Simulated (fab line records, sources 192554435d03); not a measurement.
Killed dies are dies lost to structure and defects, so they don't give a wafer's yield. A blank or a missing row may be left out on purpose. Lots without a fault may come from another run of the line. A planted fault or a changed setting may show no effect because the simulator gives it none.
Split-lot experiment | flow n5_finfet | 7 lots, 39 wafers read, on a route of 1938 steps

THE SPLIT
At N5_BEOL_M5_DEP_56 (deposits SiCN from 3MS/NH3, target thk 8 nm, time 14 s), the setting target_thk_a was moved away from the recipe's 80 angstrom on 9 of the 39 wafers read, by -47.0% to -15.6%. The other wafers ran this setting at the recipe's value.

The reading is taken at the split's own step.

THE READING
SiCN_of_BEOL_M5_DEP_56.thk_nm (the simulator's own value, which no gauge read), in nm, at N5_BEOL_M5_DEP_56 (deposits SiCN from 3MS/NH3, target thk 8 nm, time 14 s). The file gives no usual value for it. The 30 wafers here that ran the recipe average 8.0 nm, standard deviation 0.13 nm.

wafer  | tool, chamber at the split | target_thk_a as run, angstrom | against the recipe | SiCN_of_BEOL_M5_DEP_56.thk_nm, nm | against lot-mates on the recipe
L074.1 | pecvd-01, 1,0,0            | 80                            | recipe             | 8.2                               | -
L074.2 | pecvd-01, 1,0,0            | 80                            | recipe             | 8.2                               | -
L074.5 | pecvd-01, 1,0,0            | 80                            | recipe             | 8.2                               | -
L074.3 | pecvd-01, 2                | 42.39                         | -47.0%             | 4.2                               | -4.0
L074.4 | pecvd-01, 2                | 42.39                         | -47.0%             | 4.4                               | -3.8
L074.6 | pecvd-01, 1                | 42.39                         | -47.0%             | 4.6                               | -3.6
L075.1 | pecvd-01, 1,2,0            | 80                            | recipe             | 8                                 | -
L075.2 | pecvd-01, 1,2,0            | 80                            | recipe             | 8                                 | -
L075.3 | pecvd-01, 1,2,0            | 80                            | recipe             | 8                                 | -
L075.4 | pecvd-01, 2,0              | 80                            | recipe             | 8.2                               | -
L075.5 | pecvd-01, 2,0              | 80                            | recipe             | 8.2                               | -
L075.6 | pecvd-01, 1                | 80                            | recipe             | 8.4                               | -
L078.2 | pecvd-03, 1,2,0            | 80                            | recipe             | 8                                 | -
L078.4 | pecvd-03, 1,2,0            | 80                            | recipe             | 8                                 | -
L078.6 | pecvd-03, 1,2,0            | 80                            | recipe             | 8                                 | -
L085.1 | pecvd-02, 1,0,2,1,2        | 80                            | recipe             | 8                                 | -
L085.2 | pecvd-02, 1,0,2,1,2        | 80                            | recipe             | 8                                 | -
L085.3 | pecvd-02, 1,0,2,1,2        | 80                            | recipe             | 8                                 | -
L085.4 | pecvd-02, 1,0,2,1,2        | 80                            | recipe             | 8                                 | -
L085.6 | pecvd-02, 1,0,2,1,2        | 80                            | recipe             | 8                                 | -
L085.5 | pecvd-02, 0                | 80                            | recipe             | 8.2                               | -
L088.1 | pecvd-02, 1                | 80                            | recipe             | 7.8                               | -
L088.2 | pecvd-02, 2,0,1,2          | 80                            | recipe             | 8                                 | -
L088.3 | pecvd-02, 2,0,1,2          | 80                            | recipe             | 8                                 | -
L088.4 | pecvd-02, 2,0,1,2          | 80                            | recipe             | 8                                 | -
L088.6 | pecvd-02, 2,0,1,2          | 80                            | recipe             | 8                                 | -
L088.5 | pecvd-02, 0                | 80                            | recipe             | 8.2                               | -
L092.1 | pecvd-03, 2                | 80                            | recipe             | 7.8                               | -
L092.2 | pecvd-03, 1,0              | 48.88                         | -38.9%             | 4.8                               | -3.1
L092.3 | pecvd-03, 1,0              | 48.88                         | -38.9%             | 4.8                               | -3.1
L092.4 | pecvd-03, 0,2              | 80                            | recipe             | 8                                 | -
L092.6 | pecvd-03, 0,2              | 80                            | recipe             | 8                                 | -
L092.5 | pecvd-03, 1                | 48.88                         | -38.9%             | 5                                 | -2.9
L097.1 | pecvd-01, 0                | 80                            | recipe             | 7.8                               | -
L097.2 | pecvd-01, 2,1              | 80                            | recipe             | 8                                 | -
L097.6 | pecvd-01, 2,1              | 80                            | recipe             | 8                                 | -
L097.3 | pecvd-01, 1                | 67.54                         | -15.6%             | 6.6                               | -1.3
L097.4 | pecvd-01, 2,0              | 67.54                         | -15.6%             | 6.8                               | -1.1
L097.5 | pecvd-01, 2,0              | 67.54                         | -15.6%             | 6.8                               | -1.1
Where a row lists several chambers, the file gives one row for several wafers and doesn't say which wafer went through which chamber.

THE FIT
A straight line over all 39 wafers: SiCN_of_BEOL_M5_DEP_56.thk_nm changes by +0.0793 nm for each +1% of target_thk_a; r = +0.99; the points scatter about the line by 0.14 nm.
The same after taking each lot's own level away (the mean of its wafers on the recipe; 39 wafers): +0.0799 nm for each +1%; r = +1.00; scatter 0.11 nm.
On that fit, the largest move of target_thk_a shifts the reading by 3.8 nm.
The lots' own levels span 7.93 to 8.20 nm, that is 2.0 times the standard deviation above.
So the lot-to-lot level changes the slope little: the two slopes agree.
Check: with one of the wafers moved furthest among these (-47.0%) left out of the fit, the line predicts -3.7 nm for it against its lot-mates. It came out at -4 nm against them.

OTHER SPLITS ON THESE WAFERS
These wafers also went through other splits before the reading. Each is held against what the fit with the lots' levels taken away leaves over:
other split on the same wafers | wafers away from the commonest value | r with SiCN_of_BEOL_M5_DEP_56.thk_nm (lot level and that fit taken away)
N5_BEOL_M5_ILD_DEP_00 time_s   | 9                                    | +0.18

THE FILE'S OWN FIT
SiCN_of_BEOL_M5_DEP_56.thk_nm changes by +0.0798 nm for each +1% of target_thk_a, r = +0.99.
